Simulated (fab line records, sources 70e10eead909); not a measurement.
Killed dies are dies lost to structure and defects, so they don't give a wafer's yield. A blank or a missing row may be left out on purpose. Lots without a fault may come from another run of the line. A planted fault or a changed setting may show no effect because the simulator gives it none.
Chamber matching | flow nand_harc | NHARC_A_STAIRCASE_DESCUM_443 on rie_diel-02: 4 sister chambers
The step chemistry O2, time 3 s. 24 wafers are shown with their chamber, then 12 later ones without.

WAFERS WITH THEIR CHAMBER
wafer  | chamber | showerhead_plenum_p_Torr (Torr) | drypump_motor_current_A (A) | rf_vpp_V (V)
L075.1 | 0       | 2.07                            | 4.9                         | 58.1
L075.2 | 2       | 1.80                            | 5.4                         | 57.1
L075.4 | 3       | 1.89                            | 5.3                         | 55.7
L079.1 | 1       | 1.84                            | 5.6                         | 58.6
L079.4 | 2       | 1.79                            | 5.4                         | 57.2
L079.5 | 1       | 1.84                            | 5.7                         | 57.5
L079.2 | 0       | 2.07                            | 4.9                         | 58.8
L079.3 | 3       | 1.89                            | 5.4                         | 56.2
L079.6 | 2       | 1.79                            | 5.4                         | 57.4
L078.2 | 1       | 1.84                            | 5.7                         | 57.8
L078.3 | 3       | 1.89                            | 5.3                         | 56.8
L078.4 | 0       | 2.07                            | 4.9                         | 57.8
L078.1 | 2       | 1.79                            | 5.4                         | 56.5
L078.5 | 0       | 2.07                            | 4.9                         | 59.8
L078.6 | 1       | 1.84                            | 5.7                         | 58.5
L082.1 | 3       | 1.88                            | 5.3                         | 58.8
L082.2 | 0       | 2.06                            | 4.9                         | 58.6
L082.6 | 0       | 2.06                            | 4.9                         | 58.1
L084.1 | 3       | 1.88                            | 5.4                         | 57.1
L084.3 | 2       | 1.79                            | 5.4                         | 57.6
L084.6 | 2       | 1.79                            | 5.4                         | 56.3
L090.2 | 1       | 1.83                            | 5.7                         | 57.2
L090.3 | 3       | 1.87                            | 5.4                         | 57.5
L090.4 | 0       | 2.06                            | 4.9                         | 59.9

SIGNATURES (means of the wafers above)
reading                  | chamber 0 | chamber 1 | chamber 2 | chamber 3 | scatter within a chamber
showerhead_plenum_p_Torr | 2.0657    | 1.8380    | 1.7917    | 1.8833    | 0.00578
drypump_motor_current_A  | 4.900     | 5.680     | 5.400     | 5.350     | 0.0339
rf_vpp_V                 | 58.729    | 57.920    | 57.017    | 57.017    | 0.802
Rule: a wafer's distance from a chamber is the root of the sum, over the readings, of the square of ((its reading less the chamber's mean) divided by the reading's scatter). The wafer belongs to the nearest chamber; if the next one is less than 2 further off, it can't be placed. The scatter: the root of (the sum of the squares of (reading less its chamber's mean) over the shown wafers, divided by (wafers less chambers)).

WAFERS WITHOUT THEIR CHAMBER
wafer  | showerhead_plenum_p_Torr (Torr) | drypump_motor_current_A (A) | rf_vpp_V (V)
L091.2 | 1.83                            | 5.7                         | 57.8
L091.4 | 2.05                            | 4.9                         | 58.3
L091.5 | 1.87                            | 5.4                         | 56.7
L093.1 | 1.87                            | 5.4                         | 58.4
L093.4 | 1.82                            | 5.7                         | 57.2
L093.6 | 1.82                            | 5.6                         | 57.1
L097.2 | 2.05                            | 4.9                         | 59.1
L097.3 | 1.78                            | 5.4                         | 57.4
L097.6 | 1.87                            | 5.4                         | 58.8
L097.1 | 1.82                            | 5.6                         | 56.9
L097.4 | 1.87                            | 5.4                         | 57.5
L097.5 | 1.78                            | 5.4                         | 57.8

WHICH CHAMBER EACH WENT THROUGH
wafer  | from the rows above | in truth
L091.2 | 1                   | 1
L091.4 | 0                   | 0
L091.5 | 3                   | 3
L093.1 | 3                   | 3
L093.4 | 1                   | 1
L093.6 | 1                   | 1
L097.2 | 0                   | 0
L097.3 | 2                   | 2
L097.6 | 3                   | 3
L097.1 | 1                   | 1
L097.4 | 3                   | 3
L097.5 | 2                   | 2
Placed correctly: 12 of 12. Can't be placed from these rows: 0. Placed wrongly: 0.
